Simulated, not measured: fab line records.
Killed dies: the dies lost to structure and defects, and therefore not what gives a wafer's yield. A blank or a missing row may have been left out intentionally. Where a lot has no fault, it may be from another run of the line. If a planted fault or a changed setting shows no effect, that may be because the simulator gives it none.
2 desks looking at one fault    flow nand harc    each desk holds nothing but its own numbers, with what lay behind them at the end

== THE TOOL OWNER'S DESK: pecvd onon-03 ==
The tool's own readings at NHARC_A_ONON_D1_DEP_00 (target thk 1000 nm): means of the sampled wafers that have a number, for each lot that ran on this tool. If a lot's mean is further than 4 standard deviations from the usual mean, the lot is out of limits and carries the mark OUT (the distance appears in the brackets).
Columns: A = susceptor temp C at NHARC_A_ONON_D1_DEP_00, usual 399.94 C
lot   first seen here  A
L685  day 9 23:16      399.78
L689  day 10 11:28     400.07
L694  day 11 22:20     399.86
L697  day 12 15:18     400.10
This desk's verdict: no lot among the 4 shows anything out of limits.

== AT THE METROLOGY DESK ==
What the gauges read, lot by lot, whatever tool the lot ran on: means of the sampled wafers that have a number. If a lot's mean is further than 4 standard deviations from the usual mean, the lot is out of limits and carries the mark OUT (the distance appears in the brackets).
Columns: A = cd nm at NHARC_A_ZERO_WELL_CD_MEAS_10, usual 1998.7 nm; B = thk nm at NHARC_A_ONON_D1_THK_MEAS_02, usual 1000 nm
lot   first seen here  A       B
L677  day 6 16:31      1998.7  988
L676  day 6 16:47      1998.7  997
L678  day 7 02:56      1998.9  998
L680  day 7 13:22      1999.3  1001
L681  day 7 19:41      1997.0  994
L682  day 8 01:49      1999.0  1010
L683  day 8 05:20      1999.2  995
L685  day 8 19:11      1997.6  1009
L686  day 9 11:30      1999.8  999
L689  day 9 14:25      1997.6  1007
L687  day 9 16:15      1996.5  1007
L694  day 11 00:55     2001.4  805 (-26) OUT
L697  day 11 13:23     1997.6  801 (-27) OUT
This desk's finding: out of limits on L694, L697; first on L694, day 11 22:52 (thk nm at NHARC_A_ONON_D1_THK_MEAS_02). In limits: L677, L676, L678, L680, L681, L682, L683, L685, L686, L689, L687.

== ALL TOGETHER ==
At day 11 22:52 the metrology desk could have sounded an alarm, on L694, L697.
The desk of the tool owner found nothing out of limits.
On record at the tool owner's desk: L694, L697, within its limits.
Of the lots named, all ran NHARC_A_ONON_D1_DEP_00 on pecvd onon-03.

== WHAT WAS PUT IN BY THE SIMULATOR ==
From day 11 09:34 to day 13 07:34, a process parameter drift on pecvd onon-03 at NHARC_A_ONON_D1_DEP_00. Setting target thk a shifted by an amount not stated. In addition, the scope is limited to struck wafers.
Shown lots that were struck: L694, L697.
Per desk, hours elapsed from the start of the fault to the first reading out of limits: for the metrology desk, 13.
